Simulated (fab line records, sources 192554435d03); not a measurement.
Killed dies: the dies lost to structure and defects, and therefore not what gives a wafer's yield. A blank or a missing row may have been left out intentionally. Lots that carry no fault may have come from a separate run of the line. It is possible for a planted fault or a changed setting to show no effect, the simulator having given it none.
fab line records || flow n5_finfet || part 2 of 2: steps 21 to 26 of 26
record: {"lots": 5, "wafers": 15, "last_day": 18}
route steps=1938 shown MOL_CONTACT_COAG@517
lots untouched by any fault: they come from a run of this same line in which no faults occurred
start_h: the number of hours between the record's first day and the start of the first shown wafer of the lot || wait_h: how many hours have passed since the lot's step before this one || " repeats the value in the row above || L1.1+2: a single row standing in for several wafers || - either no value or no given start || * or withheld: withheld || < > ~ a bound
route shown NAME@n: a module of which the file shows steps, and the number in the route of the first || usual: mean and standard deviation over wafers with no fault || same: alike in all rows || chamber/n: place in a boat || sites: readings site by site || _std_site: standard deviation of those values || _edge_site: the outer-site mean with the inner-site mean subtracted || radius_mm: how far each site lies from the wafer's centre || mask NAME#n: copy n || behind: the last tool/chamber to shape the wafer || hold: why the lot was held/for how many hours/how that ended || device: the transistor (n, p or np) that didn't switch || end of line: tests run on the same wafers once the route is complete || where a step has no rows: the recipe by itself || killed: at the first sort, the dies lost to defects and structure; wafer yield is something else || map: the dies of a wafer, with x for killed, . for not killed, _ for no die there
set.NAME: the setting as run; set.NAME@STEP: as run at that earlier step || model.NAME: the simulator's own value behind a step, which no gauge read
lots seen at some steps along the route; tables by step, rows by wafer
services: from which hour (start_h, from the record's first day; less than 0 if before it) a tool's chamber was out of use, for how many hours, and why
== steps ==
step: N5_MOL_CONTACT_COAG_ETCH_15
recipe: {"chemistry": "CH3F/O2", "target": "SiNx", "target_depth_a": 70, "mask_material": "SOC", "stop_on": "Si:P", "over_etch_frac": 0.75, "ion_energy_ev": 120, "pressure_mtorr": 30, "source_w": 395, "bias_w": 73, "Ar_flow_sccm": 150, "CH3F_flow_sccm": 30, "O2_flow_sccm": 20}
usual: {"bias_w": "73.02/0.21", "chamber_pressure_mTorr": "30.003/0.027", "drypump_motor_current_A": "5.6/0.4", "oes_o_777_au": "0.79/0.062", "oes_product_au": "0.58/0.042", "rf_fwd_power_W": "392.0/1.5", "rf_vpp_V": "297/9.9", "showerhead_plenum_p_Torr": "1.99/0.071", "throttle_valve_pct": "16.29/0.13"}
{"lot.wafer": "L076.3", "tool": "rie_diel-01", "chamber": 2, "start_h": 101.48, "wait_h": 0.0, "bias_w": 73.07, "chamber_pressure_mTorr": 30.038, "drypump_motor_current_A": 5.6, "oes_o_777_au": 0.86, "oes_product_au": 0.61, "rf_fwd_power_W": 395.9, "rf_hours_counter_h": 62, "rf_vpp_V": 291, "showerhead_plenum_p_Torr": 2.00, "throttle_valve_pct": 16.01}
{"lot.wafer": "L076.4", "tool": "rie_diel-01", "chamber": 1, "start_h": 101.48, "wait_h": 0.0, "bias_w": 72.79, "chamber_pressure_mTorr": 30.015, "drypump_motor_current_A": 5.8, "oes_o_777_au": 0.81, "oes_product_au": 0.61, "rf_fwd_power_W": 392.2, "rf_hours_counter_h": "-", "rf_vpp_V": 304, "showerhead_plenum_p_Torr": 1.96, "throttle_valve_pct": 16.13}
{"lot.wafer": "L076.5", "tool": "rie_diel-01", "chamber": 2, "start_h": 101.48, "wait_h": 0.0, "bias_w": 72.99, "chamber_pressure_mTorr": 30.001, "drypump_motor_current_A": 5.6, "oes_o_777_au": 0.86, "oes_product_au": 0.60, "rf_fwd_power_W": 394.0, "rf_hours_counter_h": "-", "rf_vpp_V": 290, "showerhead_plenum_p_Torr": 2.00, "throttle_valve_pct": 16.01}
{"lot.wafer": "L079.2", "tool": "rie_diel-02", "chamber": 0, "start_h": 117.89, "wait_h": 0.0, "bias_w": 72.82, "chamber_pressure_mTorr": 30.046, "drypump_motor_current_A": 6.1, "oes_o_777_au": 0.77, "oes_product_au": 0.59, "rf_fwd_power_W": 391.7, "rf_hours_counter_h": 102, "rf_vpp_V": 311, "showerhead_plenum_p_Torr": 1.92, "throttle_valve_pct": 16.29}
{"lot.wafer": "L079.4", "tool": "rie_diel-02", "chamber": 3, "start_h": 117.89, "wait_h": 0.0, "bias_w": 73.02, "chamber_pressure_mTorr": 29.998, "drypump_motor_current_A": 4.9, "oes_o_777_au": 0.90, "oes_product_au": 0.64, "rf_fwd_power_W": 393.8, "rf_hours_counter_h": 28, "rf_vpp_V": 300, "showerhead_plenum_p_Torr": 2.04, "throttle_valve_pct": 16.24}
{"lot.wafer": "L079.5", "tool": "rie_diel-02", "chamber": 1, "start_h": 117.89, "wait_h": 0.0, "bias_w": 73.21, "chamber_pressure_mTorr": 30.017, "drypump_motor_current_A": 5.2, "oes_o_777_au": 0.77, "oes_product_au": 0.57, "rf_fwd_power_W": 391.9, "rf_hours_counter_h": "-", "rf_vpp_V": 303, "showerhead_plenum_p_Torr": 2.03, "throttle_valve_pct": 16.30}
{"lot.wafer": "L084.1", "tool": "rie_diel-01", "chamber": 2, "start_h": 152.37, "wait_h": 0.0, "bias_w": 72.96, "chamber_pressure_mTorr": 30.025, "drypump_motor_current_A": 5.6, "oes_o_777_au": 0.83, "oes_product_au": 0.59, "rf_fwd_power_W": 392.4, "rf_hours_counter_h": 82, "rf_vpp_V": 288, "showerhead_plenum_p_Torr": 2.00, "throttle_valve_pct": 16.05}
{"lot.wafer": "L084.2", "tool": "rie_diel-01", "chamber": 1, "start_h": 152.37, "wait_h": 0.0, "bias_w": 72.93, "chamber_pressure_mTorr": 29.987, "drypump_motor_current_A": 5.7, "oes_o_777_au": 0.79, "oes_product_au": 0.59, "rf_fwd_power_W": 391.5, "rf_hours_counter_h": 88, "rf_vpp_V": 305, "showerhead_plenum_p_Torr": 1.95, "throttle_valve_pct": 16.16}
{"lot.wafer": "L084.3", "tool": "rie_diel-01", "chamber": 0, "start_h": 152.37, "wait_h": 0.0, "bias_w": 73.13, "chamber_pressure_mTorr": 30.010, "drypump_motor_current_A": 6.3, "oes_o_777_au": 0.81, "oes_product_au": 0.56, "rf_fwd_power_W": 394.5, "rf_hours_counter_h": 118, "rf_vpp_V": 281, "showerhead_plenum_p_Torr": 1.91, "throttle_valve_pct": 16.33}
{"lot.wafer": "L085.1", "tool": "rie_diel-04", "chamber": 1, "start_h": 153.55, "wait_h": 0.0, "bias_w": 72.99, "chamber_pressure_mTorr": 30.035, "drypump_motor_current_A": 5.8, "oes_o_777_au": 0.75, "oes_product_au": 0.58, "rf_fwd_power_W": 392.5, "rf_hours_counter_h": 124, "rf_vpp_V": 308, "showerhead_plenum_p_Torr": 2.04, "throttle_valve_pct": 16.41}
{"lot.wafer": "L085.2", "tool": "rie_diel-04", "chamber": 3, "start_h": 153.55, "wait_h": 0.0, "bias_w": 73.16, "chamber_pressure_mTorr": 29.969, "drypump_motor_current_A": 5.7, "oes_o_777_au": 0.73, "oes_product_au": 0.54, "rf_fwd_power_W": 392.4, "rf_hours_counter_h": 187, "rf_vpp_V": 298, "showerhead_plenum_p_Torr": 2.07, "throttle_valve_pct": 16.31}
{"lot.wafer": "L085.6", "tool": "rie_diel-04", "chamber": 1, "start_h": 153.55, "wait_h": 0.0, "bias_w": 72.61, "chamber_pressure_mTorr": 30.048, "drypump_motor_current_A": 5.8, "oes_o_777_au": 0.76, "oes_product_au": 0.57, "rf_fwd_power_W": 391.7, "rf_hours_counter_h": "-", "rf_vpp_V": 307, "showerhead_plenum_p_Torr": 2.04, "throttle_valve_pct": 16.41}
{"lot.wafer": "L094.2", "tool": "rie_diel-02", "chamber": 1, "start_h": 208.61, "wait_h": 0.0, "bias_w": 73.08, "chamber_pressure_mTorr": 29.978, "drypump_motor_current_A": 5.2, "oes_o_777_au": 0.74, "oes_product_au": 0.54, "rf_fwd_power_W": 391.7, "rf_hours_counter_h": 134, "rf_vpp_V": 302, "showerhead_plenum_p_Torr": 2.02, "throttle_valve_pct": 16.34}
{"lot.wafer": "L094.4", "tool": "rie_diel-02", "chamber": 2, "start_h": 208.61, "wait_h": 0.0, "bias_w": 73.09, "chamber_pressure_mTorr": 29.994, "drypump_motor_current_A": 5.8, "oes_o_777_au": 0.73, "oes_product_au": 0.57, "rf_fwd_power_W": 390.4, "rf_hours_counter_h": 110, "rf_vpp_V": 288, "showerhead_plenum_p_Torr": 2.12, "throttle_valve_pct": 16.32}
{"lot.wafer": "L094.6", "tool": "rie_diel-02", "chamber": 2, "start_h": 208.61, "wait_h": 0.0, "bias_w": 72.95, "chamber_pressure_mTorr": 29.976, "drypump_motor_current_A": 5.8, "oes_o_777_au": 0.74, "oes_product_au": 0.58, "rf_fwd_power_W": 390.4, "rf_hours_counter_h": "-", "rf_vpp_V": 289, "showerhead_plenum_p_Torr": 2.12, "throttle_valve_pct": 16.33}
step: N5_MOL_CONTACT_COAG_ETCH_110
recipe: {"chemistry": "CF4/O2", "target": "Si", "target_depth_a": 25, "time_s": 8, "pressure_mtorr": 100, "source_w": 200, "bias_w": 12, "ion_energy_ev": 60, "Ar_flow_sccm": 100, "cf4_flow_sccm": 100, "O2_flow_sccm": 10}
usual: {"bias_w": "12.00/0.034", "chamber_pressure_mTorr": "99.99/0.092", "drypump_motor_current_A": "5.6/0.4", "oes_o_777_au": "0.79/0.069", "oes_product_au": "0.79/0.061", "rf_fwd_power_W": "198.1/0.82", "rf_vpp_V": "127/4.9", "showerhead_plenum_p_Torr": "2.22/0.073", "throttle_valve_pct": "10.70/0.17"}
{"lot.wafer": "L076.3", "tool": "rie_diel-01", "chamber": 2, "start_h": 101.54, "wait_h": 0.0, "bias_w": 12.05, "chamber_pressure_mTorr": 100.05, "drypump_motor_current_A": 5.6, "oes_o_777_au": 0.86, "oes_product_au": 0.84, "rf_fwd_power_W": 199.2, "rf_hours_counter_h": 62, "rf_vpp_V": 123, "showerhead_plenum_p_Torr": 2.24, "throttle_valve_pct": 10.45}
{"lot.wafer": "L076.4", "tool": "rie_diel-01", "chamber": 1, "start_h": 101.54, "wait_h": 0.0, "bias_w": 12.05, "chamber_pressure_mTorr": 100.08, "drypump_motor_current_A": 5.8, "oes_o_777_au": 0.81, "oes_product_au": 0.83, "rf_fwd_power_W": 197.6, "rf_hours_counter_h": "-", "rf_vpp_V": 130, "showerhead_plenum_p_Torr": 2.17, "throttle_valve_pct": 10.51}
{"lot.wafer": "L076.5", "tool": "rie_diel-01", "chamber": 2, "start_h": 101.54, "wait_h": 0.0, "bias_w": 12.07, "chamber_pressure_mTorr": 100.02, "drypump_motor_current_A": 5.6, "oes_o_777_au": 0.87, "oes_product_au": 0.83, "rf_fwd_power_W": 199.5, "rf_hours_counter_h": "-", "rf_vpp_V": 123, "showerhead_plenum_p_Torr": 2.24, "throttle_valve_pct": 10.47}
{"lot.wafer": "L079.2", "tool": "rie_diel-02", "chamber": 0, "start_h": 117.95, "wait_h": 0.0, "bias_w": 12.07, "chamber_pressure_mTorr": 100.05, "drypump_motor_current_A": 6.2, "oes_o_777_au": 0.77, "oes_product_au": 0.82, "rf_fwd_power_W": 197.6, "rf_hours_counter_h": 102, "rf_vpp_V": 135, "showerhead_plenum_p_Torr": 2.14, "throttle_valve_pct": 10.72}
{"lot.wafer": "L079.4", "tool": "rie_diel-02", "chamber": 3, "start_h": 117.95, "wait_h": 0.0, "bias_w": 12.00, "chamber_pressure_mTorr": 100.06, "drypump_motor_current_A": 4.9, "oes_o_777_au": 0.92, "oes_product_au": 0.89, "rf_fwd_power_W": 197.2, "rf_hours_counter_h": 28, "rf_vpp_V": 128, "showerhead_plenum_p_Torr": 2.26, "throttle_valve_pct": 10.54}
{"lot.wafer": "L079.5", "tool": "rie_diel-02", "chamber": 1, "start_h": 117.95, "wait_h": 0.0, "bias_w": 12.02, "chamber_pressure_mTorr": 100.12, "drypump_motor_current_A": 5.2, "oes_o_777_au": 0.78, "oes_product_au": 0.79, "rf_fwd_power_W": 197.0, "rf_hours_counter_h": "-", "rf_vpp_V": 130, "showerhead_plenum_p_Torr": 2.23, "throttle_valve_pct": 10.59}
{"lot.wafer": "L084.1", "tool": "rie_diel-01", "chamber": 2, "start_h": 152.43, "wait_h": 0.0, "bias_w": 11.96, "chamber_pressure_mTorr": 99.93, "drypump_motor_current_A": 5.6, "oes_o_777_au": 0.84, "oes_product_au": 0.81, "rf_fwd_power_W": 198.1, "rf_hours_counter_h": 82, "rf_vpp_V": 125, "showerhead_plenum_p_Torr": 2.23, "throttle_valve_pct": 10.50}
{"lot.wafer": "L084.2", "tool": "rie_diel-01", "chamber": 1, "start_h": 152.43, "wait_h": 0.0, "bias_w": 12.03, "chamber_pressure_mTorr": 99.94, "drypump_motor_current_A": 5.8, "oes_o_777_au": 0.78, "oes_product_au": 0.80, "rf_fwd_power_W": 197.3, "rf_hours_counter_h": 88, "rf_vpp_V": 132, "showerhead_plenum_p_Torr": 2.17, "throttle_valve_pct": 10.57}
{"lot.wafer": "L084.3", "tool": "rie_diel-01", "chamber": 0, "start_h": 152.43, "wait_h": 0.0, "bias_w": 12.00, "chamber_pressure_mTorr": 99.94, "drypump_motor_current_A": 6.2, "oes_o_777_au": 0.79, "oes_product_au": 0.77, "rf_fwd_power_W": 198.8, "rf_hours_counter_h": 118, "rf_vpp_V": 119, "showerhead_plenum_p_Torr": 2.15, "throttle_valve_pct": 10.85}
{"lot.wafer": "L085.1", "tool": "rie_diel-04", "chamber": 1, "start_h": 153.61, "wait_h": 0.0, "bias_w": 12.00, "chamber_pressure_mTorr": 100.05, "drypump_motor_current_A": 5.8, "oes_o_777_au": 0.78, "oes_product_au": 0.77, "rf_fwd_power_W": 196.8, "rf_hours_counter_h": 124, "rf_vpp_V": 133, "showerhead_plenum_p_Torr": 2.25, "throttle_valve_pct": 10.69}
{"lot.wafer": "L085.2", "tool": "rie_diel-04", "chamber": 3, "start_h": 153.61, "wait_h": 0.0, "bias_w": 11.98, "chamber_pressure_mTorr": 99.87, "drypump_motor_current_A": 5.7, "oes_o_777_au": 0.73, "oes_product_au": 0.73, "rf_fwd_power_W": 199.0, "rf_hours_counter_h": 187, "rf_vpp_V": 128, "showerhead_plenum_p_Torr": 2.31, "throttle_valve_pct": 10.91}
{"lot.wafer": "L085.6", "tool": "rie_diel-04", "chamber": 1, "start_h": 153.61, "wait_h": 0.0, "bias_w": 12.10, "chamber_pressure_mTorr": 99.96, "drypump_motor_current_A": 5.8, "oes_o_777_au": 0.77, "oes_product_au": 0.77, "rf_fwd_power_W": 197.3, "rf_hours_counter_h": "-", "rf_vpp_V": 134, "showerhead_plenum_p_Torr": 2.25, "throttle_valve_pct": 10.69}
{"lot.wafer": "L094.2", "tool": "rie_diel-02", "chamber": 1, "start_h": 208.67, "wait_h": 0.0, "bias_w": 12.05, "chamber_pressure_mTorr": 99.90, "drypump_motor_current_A": 5.2, "oes_o_777_au": 0.75, "oes_product_au": 0.76, "rf_fwd_power_W": 197.9, "rf_hours_counter_h": 134, "rf_vpp_V": 130, "showerhead_plenum_p_Torr": 2.22, "throttle_valve_pct": 10.66}
{"lot.wafer": "L094.4", "tool": "rie_diel-02", "chamber": 2, "start_h": 208.67, "wait_h": 0.0, "bias_w": 12.03, "chamber_pressure_mTorr": 100.03, "drypump_motor_current_A": 5.8, "oes_o_777_au": 0.71, "oes_product_au": 0.75, "rf_fwd_power_W": 198.4, "rf_hours_counter_h": 110, "rf_vpp_V": 125, "showerhead_plenum_p_Torr": 2.35, "throttle_valve_pct": 10.65}
{"lot.wafer": "L094.6", "tool": "rie_diel-02", "chamber": 2, "start_h": 208.67, "wait_h": 0.0, "bias_w": 12.01, "chamber_pressure_mTorr": 100.00, "drypump_motor_current_A": 5.8, "oes_o_777_au": 0.71, "oes_product_au": 0.74, "rf_fwd_power_W": 198.1, "rf_hours_counter_h": "-", "rf_vpp_V": 124, "showerhead_plenum_p_Torr": 2.35, "throttle_valve_pct": 10.67}
step: N5_MOL_CONTACT_COAG_STRIP_98
recipe: {"chemistry": "N2/H2", "power_w": 500, "temp_c": 40, "pressure_mtorr": 50, "rf_frequency_hz": 6e+07, "overash_fraction": 0.3, "bias_power_w": 8, "h2_frac": 0.5, "n2_flow_sccm": 300, "h2_flow_sccm": 300}
usual: {"chamber_pressure_mTorr": "50.01/0.08", "drypump_motor_current_A": "5.6/0.4", "oes_product_au": "0.79/0.062", "rf_vpp_V": "54.3/1.5", "showerhead_plenum_p_Torr": "3.35/0.12", "throttle_valve_pct": "19.0/0.33"}
{"lot.wafer": "L076.3", "tool": "rie_diel-01", "chamber": 2, "start_h": 101.59, "wait_h": 0.0, "chamber_pressure_mTorr": 49.98, "drypump_motor_current_A": 5.6, "oes_product_au": 0.85, "rf_hours_counter_h": 62, "rf_vpp_V": 52.7, "showerhead_plenum_p_Torr": 3.41, "throttle_valve_pct": 18.6}
{"lot.wafer": "L076.4", "tool": "rie_diel-01", "chamber": 1, "start_h": 101.59, "wait_h": 0.0, "chamber_pressure_mTorr": 49.93, "drypump_motor_current_A": 5.8, "oes_product_au": 0.82, "rf_hours_counter_h": "-", "rf_vpp_V": 55.8, "showerhead_plenum_p_Torr": 3.24, "throttle_valve_pct": 18.4}
{"lot.wafer": "L076.5", "tool": "rie_diel-01", "chamber": 2, "start_h": 101.59, "wait_h": 0.0, "chamber_pressure_mTorr": 49.96, "drypump_motor_current_A": 5.6, "oes_product_au": 0.83, "rf_hours_counter_h": "-", "rf_vpp_V": 54.4, "showerhead_plenum_p_Torr": 3.41, "throttle_valve_pct": 18.7}
{"lot.wafer": "L079.2", "tool": "rie_diel-02", "chamber": 0, "start_h": 118.00, "wait_h": 0.0, "chamber_pressure_mTorr": 49.95, "drypump_motor_current_A": 6.2, "oes_product_au": 0.81, "rf_hours_counter_h": 102, "rf_vpp_V": 55.0, "showerhead_plenum_p_Torr": 3.23, "throttle_valve_pct": 19.0}
{"lot.wafer": "L079.4", "tool": "rie_diel-02", "chamber": 3, "start_h": 118.00, "wait_h": 0.0, "chamber_pressure_mTorr": 50.13, "drypump_motor_current_A": 4.9, "oes_product_au": 0.87, "rf_hours_counter_h": 28, "rf_vpp_V": 57.3, "showerhead_plenum_p_Torr": 3.47, "throttle_valve_pct": 19.0}
{"lot.wafer": "L079.5", "tool": "rie_diel-02", "chamber": 1, "start_h": 118.00, "wait_h": 0.0, "chamber_pressure_mTorr": 50.03, "drypump_motor_current_A": 5.2, "oes_product_au": 0.78, "rf_hours_counter_h": "-", "rf_vpp_V": 53.1, "showerhead_plenum_p_Torr": 3.38, "throttle_valve_pct": 19.0}
{"lot.wafer": "L084.1", "tool": "rie_diel-01", "chamber": 2, "start_h": 152.48, "wait_h": 0.0, "chamber_pressure_mTorr": 49.84, "drypump_motor_current_A": 5.6, "oes_product_au": 0.81, "rf_hours_counter_h": 82, "rf_vpp_V": 56.0, "showerhead_plenum_p_Torr": 3.40, "throttle_valve_pct": 18.7}
{"lot.wafer": "L084.2", "tool": "rie_diel-01", "chamber": 1, "start_h": 152.48, "wait_h": 0.0, "chamber_pressure_mTorr": 50.01, "drypump_motor_current_A": 5.7, "oes_product_au": 0.80, "rf_hours_counter_h": 88, "rf_vpp_V": 54.4, "showerhead_plenum_p_Torr": 3.23, "throttle_valve_pct": 18.5}
{"lot.wafer": "L084.3", "tool": "rie_diel-01", "chamber": 0, "start_h": 152.48, "wait_h": 0.0, "chamber_pressure_mTorr": 49.95, "drypump_motor_current_A": 6.2, "oes_product_au": 0.76, "rf_hours_counter_h": 118, "rf_vpp_V": 52.2, "showerhead_plenum_p_Torr": 3.21, "throttle_valve_pct": 18.8}
{"lot.wafer": "L085.1", "tool": "rie_diel-04", "chamber": 1, "start_h": 153.66, "wait_h": 0.0, "chamber_pressure_mTorr": 49.92, "drypump_motor_current_A": 5.8, "oes_product_au": 0.79, "rf_hours_counter_h": 124, "rf_vpp_V": 57.4, "showerhead_plenum_p_Torr": 3.38, "throttle_valve_pct": 18.8}
{"lot.wafer": "L085.2", "tool": "rie_diel-04", "chamber": 3, "start_h": 153.66, "wait_h": 0.0, "chamber_pressure_mTorr": 50.07, "drypump_motor_current_A": 5.6, "oes_product_au": 0.70, "rf_hours_counter_h": 187, "rf_vpp_V": 56.3, "showerhead_plenum_p_Torr": 3.47, "throttle_valve_pct": 19.5}
{"lot.wafer": "L085.6", "tool": "rie_diel-04", "chamber": 1, "start_h": 153.66, "wait_h": 0.0, "chamber_pressure_mTorr": 50.07, "drypump_motor_current_A": 5.8, "oes_product_au": 0.79, "rf_hours_counter_h": "-", "rf_vpp_V": 54.3, "showerhead_plenum_p_Torr": 3.38, "throttle_valve_pct": 18.8}
{"lot.wafer": "L094.2", "tool": "rie_diel-02", "chamber": 1, "start_h": 208.72, "wait_h": 0.0, "chamber_pressure_mTorr": 49.91, "drypump_motor_current_A": 5.2, "oes_product_au": 0.74, "rf_hours_counter_h": 134, "rf_vpp_V": 55.0, "showerhead_plenum_p_Torr": 3.36, "throttle_valve_pct": 19.1}
{"lot.wafer": "L094.4", "tool": "rie_diel-02", "chamber": 2, "start_h": 208.72, "wait_h": 0.0, "chamber_pressure_mTorr": 50.11, "drypump_motor_current_A": 5.8, "oes_product_au": 0.77, "rf_hours_counter_h": 110, "rf_vpp_V": 53.0, "showerhead_plenum_p_Torr": 3.55, "throttle_valve_pct": 19.3}
{"lot.wafer": "L094.6", "tool": "rie_diel-02", "chamber": 2, "start_h": 208.72, "wait_h": 0.0, "chamber_pressure_mTorr": 50.09, "drypump_motor_current_A": 5.8, "oes_product_au": 0.78, "rf_hours_counter_h": "-", "rf_vpp_V": 53.4, "showerhead_plenum_p_Torr": 3.54, "throttle_valve_pct": 19.2}
step: N5_MOL_CONTACT_COAG_CD_MEAS_99
recipe: {"target_cd_nm": 17.2, "polarity": "opening"}
usual: {"cd_nm": "17.4/0.45"}
{"lot.wafer": "L076.3", "tool": "cd_sem-02", "chamber": "-", "start_h": 101.66, "wait_h": "-", "cd_nm": 17.3}
{"lot.wafer": "L076.4", "tool": "cd_sem-02", "chamber": "-", "start_h": 101.66, "wait_h": "-", "cd_nm": 17.2}
{"lot.wafer": "L076.5", "tool": "cd_sem-02", "chamber": "-", "start_h": 101.66, "wait_h": "-", "cd_nm": 17.3}
{"lot.wafer": "L079.2", "tool": "cd_sem-03", "chamber": "-", "start_h": 118.07, "wait_h": "-", "cd_nm": 17.6}
{"lot.wafer": "L079.4", "tool": "cd_sem-03", "chamber": "-", "start_h": 118.07, "wait_h": "-", "cd_nm": 17.8}
{"lot.wafer": "L079.5", "tool": "cd_sem-03", "chamber": "-", "start_h": 118.07, "wait_h": "-", "cd_nm": 17.6}
{"lot.wafer": "L084.1", "tool": "cd_sem-01", "chamber": "-", "start_h": 152.55, "wait_h": "-", "cd_nm": 17.5}
{"lot.wafer": "L084.2", "tool": "cd_sem-01", "chamber": "-", "start_h": 152.55, "wait_h": "-", "cd_nm": 17.6}
{"lot.wafer": "L084.3", "tool": "cd_sem-01", "chamber": "-", "start_h": 152.55, "wait_h": "-", "cd_nm": 18.0}
{"lot.wafer": "L085.1", "tool": "cd_sem-03", "chamber": "-", "start_h": 153.73, "wait_h": "-", "cd_nm": 17.0}
{"lot.wafer": "L085.2", "tool": "cd_sem-03", "chamber": "-", "start_h": 153.73, "wait_h": "-", "cd_nm": 18.0}
{"lot.wafer": "L085.6", "tool": "cd_sem-03", "chamber": "-", "start_h": 153.73, "wait_h": "-", "cd_nm": 17.2}
{"lot.wafer": "L094.2", "tool": "cd_sem-02", "chamber": "-", "start_h": 208.79, "wait_h": "-", "cd_nm": 17.4}
{"lot.wafer": "L094.4", "tool": "cd_sem-02", "chamber": "-", "start_h": 208.79, "wait_h": "-", "cd_nm": 17.2}
{"lot.wafer": "L094.6", "tool": "cd_sem-02", "chamber": "-", "start_h": 208.79, "wait_h": "-", "cd_nm": 17.4}
step: N5_MOL_CONTACT_COAG_IMPLANT_129
recipe: {"species": "Ge", "energy_kev": 3, "dose_cm2": 6e+14, "tilt_deg": 0, "rotation_deg": 0}
{"lot.wafer": "L076.3+4+5", "tool": "implanter-01", "chamber": 0, "start_h": 101.75, "wait_h": 0.1}
{"lot.wafer": "L079.2+4+5", "tool": "implanter-02", "chamber": 0, "start_h": 118.14, "wait_h": 0.1}
{"lot.wafer": "L084.1+2+3", "tool": "implanter-01", "chamber": 0, "start_h": 152.59, "wait_h": 0.0}
{"lot.wafer": "L085.1+2+6", "tool": "implanter-01", "chamber": 0, "start_h": 153.76, "wait_h": 0.0}
{"lot.wafer": "L094.2+4+6", "tool": "implanter-01", "chamber": 0, "start_h": 208.85, "wait_h": 0.1}
step: N5_MOL_CONTACT_COAG_PRECLEAN_111
recipe: {"chemistry": "NF3:NH3", "afs_cycles": 1, "temp_c": 30, "time_s": 20, "sublimation_temp_c": 180, "sublimation_time_s": 60, "pressure_torr": 3, "rf_power_w": 30}
{"lot.wafer": "L076.3+4+5", "tool": "remote_plasma-02", "chamber": 0, "start_h": 101.97, "wait_h": 0.2}
{"lot.wafer": "L079.2+4+5", "tool": "remote_plasma-02", "chamber": 0, "start_h": 120.05, "wait_h": 1.9}
{"lot.wafer": "L084.1+2+3", "tool": "remote_plasma-02", "chamber": 1, "start_h": 152.82, "wait_h": 0.2}
{"lot.wafer": "L085.1+2+6", "tool": "remote_plasma-01", "chamber": 1, "start_h": 155.09, "wait_h": 1.3}
{"lot.wafer": "L094.2+4+6", "tool": "remote_plasma-02", "chamber": 1, "start_h": 209.60, "wait_h": 0.7}
== services ==
{"tool": "rie_diel-04", "chamber": 3, "start_h": 85.35, "hours": 15.4, "kind": "repair"}
{"tool": "rie_diel-01", "chamber": 3, "start_h": 89.17, "hours": 31.4, "kind": "repair"}
{"tool": "rie_diel-04", "chamber": 2, "start_h": 100.77, "hours": "-", "kind": "clean"}
{"tool": "rie_diel-04", "chamber": 2, "start_h": 100.77, "hours": "-", "kind": "consumable_replace:focus_ring"}
{"tool": "euv_scanner-02", "chamber": "-", "start_h": 114.63, "hours": 1.0, "kind": "pm"}
{"tool": "euv_scanner-01", "chamber": "-", "start_h": 115.64, "hours": 1.0, "kind": "pm"}
{"tool": "euv_scanner-02", "chamber": "-", "start_h": 116.18, "hours": 40.6, "kind": "repair"}
{"tool": "rie_diel-01", "chamber": "-", "start_h": 116.22, "hours": 0.3, "kind": "repair"}
{"tool": "rie_diel-04", "chamber": "-", "start_h": 134.04, "hours": 2.8, "kind": "pm"}
{"tool": "remote_plasma-01", "chamber": "-", "start_h": 140.00, "hours": 0.3, "kind": "repair"}
{"tool": "litho_track-04", "chamber": "-", "start_h": 144.97, "hours": "-", "kind": "consumable_replace:filter"}
{"tool": "euv_scanner-01", "chamber": "-", "start_h": 161.65, "hours": 5.8, "kind": "pm"}
{"tool": "euv_scanner-02", "chamber": "-", "start_h": 170.78, "hours": 1.0, "kind": "pm"}
{"tool": "euv_scanner-01", "chamber": "-", "start_h": 171.79, "hours": 1.0, "kind": "pm"}
{"tool": "implanter-02", "chamber": "-", "start_h": 174.12, "hours": 0.5, "kind": "repair"}
{"tool": "rie_diel-02", "chamber": 2, "start_h": 180.71, "hours": 1.5, "kind": "repair"}
{"tool": "rie_diel-02", "chamber": 3, "start_h": 182.82, "hours": 5.4, "kind": "repair"}
{"tool": "implanter-02", "chamber": "-", "start_h": 185.09, "hours": 4.7, "kind": "pm"}
{"tool": "implanter-02", "chamber": "-", "start_h": 190.74, "hours": 2.7, "kind": "repair"}
{"tool": "euv_scanner-01", "chamber": "-", "start_h": 198.03, "hours": 4.6, "kind": "pm"}
{"tool": "euv_scanner-02", "chamber": "-", "start_h": 198.73, "hours": 0.1, "kind": "repair"}
{"tool": "remote_plasma-01", "chamber": "-", "start_h": 202.46, "hours": 14.6, "kind": "repair"}
{"tool": "remote_plasma-02", "chamber": "-", "start_h": 204.28, "hours": 0.4, "kind": "repair"}
{"tool": "rie_diel-01", "chamber": "-", "start_h": 205.96, "hours": 2.7, "kind": "repair"}
